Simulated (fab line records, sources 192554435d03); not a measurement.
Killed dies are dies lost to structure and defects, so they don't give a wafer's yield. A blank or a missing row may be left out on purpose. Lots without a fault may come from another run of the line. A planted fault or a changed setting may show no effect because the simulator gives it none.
A struck lot beside a sound one | flow n5_finfet | 16 steps out of a route of 1938
Sound: wafers L376.2, L376.5, L376.6. Struck: wafers L388.1, L388.2, L388.5. The cause comes at the end.
At each step with rows: each side's tool, then ch and its chambers, then its first start. Under that, the readings that differ: sound wafers | struck wafers | difference of the means | sigmas: that difference in standard deviations of wafers without a fault.
alike: readings whose means differ by less than 2 such deviations, and words and numbers that are the same on both sides. not compared: withheld readings, readings that some wafer has no value for, bounds like >300 that may hide the same value, and numbers for which the record gives no deviation and whose values overlap.
The two part at a step that has a row with sigmas, a row that says differs or no value, or rows on one side only. Numbers that don't overlap but have no deviation are shown without sigmas and don't part them. A reading that every wafer of one side lacks parts them only if that side has two wafers or more.

first, 2 steps without rows for these wafers: N5_BEOL_M1_PRECLEAN_42 (cleans in residue remover, time 60 s); N5_BEOL_M1_SRD_43 (time 30 s).
N5_BEOL_M1_CD_MEAS_35: target cd 18 nm, target cd y 21 nm.
  sound on cd_sem-01, day 7 13:46; struck on cd_sem-03, day 10 16:55
  alike: cd_nm
N5_BEOL_M1_DEGAS_44: time 60 s.
  sound on pvd_sputter-01, day 7 14:08; struck on pvd_sputter-01, day 10 17:10
  alike: heater_power_w
then, 2 steps without rows for these wafers: N5_BEOL_M1_PRE_CLEAN_45 (time 30 s); N5_BEOL_M1_ALD_84 (deposits TaN, pulse time 2 s, purge time 3 s, co reactant purge time 2 s).
N5_BEOL_M1_SURFACE_TREAT_85:
  sound on pvd_sputter-02, day 7 14:28; struck on pvd_sputter-02, day 10 17:35
  alike: ar_flow_sccm
  not compared: throttle_valve_pct
then, 1 step without rows for these wafers: N5_BEOL_M1_CVD_47 (deposits Co from CCTBA/H2, target thk 3 nm, time 223.8 s).
N5_BEOL_M1_SPUTTER_48: material Cu, target thk 4.5 nm, time 8.29 s.
  sound on pvd_sputter-01, day 7 14:45; struck on pvd_sputter-01, day 10 17:54
  alike: chamber_pressure_pa, chuck_gas_flow_sccm, throttle_valve_pct
then, 1 step without rows for these wafers: N5_BEOL_M1_ANNEAL_49 (time 240 s).
N5_BEOL_M1_SPUTTER_79: material Cu, target thk 4.5 nm, time 8.29 s.
  sound on pvd_sputter-01, day 7 14:58; struck on pvd_sputter-01, day 10 18:07
  alike: chamber_pressure_pa, chuck_gas_flow_sccm, throttle_valve_pct
then, 1 step without rows for these wafers: N5_BEOL_M1_ANNEAL_80 (time 240 s).
N5_BEOL_M1_SPUTTER_81: material Cu, target thk 4.5 nm, time 8.29 s.
  sound on pvd_sputter-01, day 7 15:11; struck on pvd_sputter-01, day 10 18:20
  no value came back on the struck wafers for chamber_pressure_pa (Pa), chuck_gas_flow_sccm (sccm), throttle_valve_pct (%); on the sound wafers chamber_pressure_pa (Pa) reads 0.06996 0.07022 0.06987
N5_BEOL_M1_ANNEAL_82: time 240 s.
  sound on pvd_sputter-01, day 7 15:16; struck on pvd_sputter-01, day 10 18:25
  alike: heater_power_w, susceptor_temp_C_max
N5_BEOL_M4_RC_MEAS_101:
  sound on prober-01 ch 0, day 9 06:34; struck on prober-01 ch 0, day 12 03:33
  reading       | sound       | struck      | difference | sigmas
  ION_P (uA/um) | 448 464 451 | 470 460 479 | +15        | +2
  alike: DIBL_N, DIBL_P, IOFF_N, IOFF_P, ION_N, SS_N, SS_P, VT_N, VT_P
-- the record jumps here: 5 days lie between the struck wafers' starts before and after (it left off in module BEOL_M4 and takes up again in module PASSIVATION, whose first step shown is number 1936 of the route) --
N5_PASSIVATION_PROBE_49:
  sound on prober-02, day 13 16:19; struck on prober-02, day 17 03:38
  reading         | sound  | struck | difference | sigmas
  killed_at_other | 11 9 5 | 2 4 2  | -6         | -2
  alike: defect_limited_yield, killed_at_M0_to_M3, killed_at_M4_up, killed_at_contacts, killed_at_front_end, killed_dies, killed_open, killed_short, sort_bin_5_function, sort_bin_6_memory, sort_bin_8_speed, sort_n_pass, sort_yield_pct

WHERE THEY PART
First at N5_BEOL_M1_SPUTTER_81; last, within this record, at N5_PASSIVATION_PROBE_49.

WHY: what the simulator had put in
Skipped step whole: pvd_sputter-01, from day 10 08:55 on, at N5_BEOL_M1_SPUTTER_81. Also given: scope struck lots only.
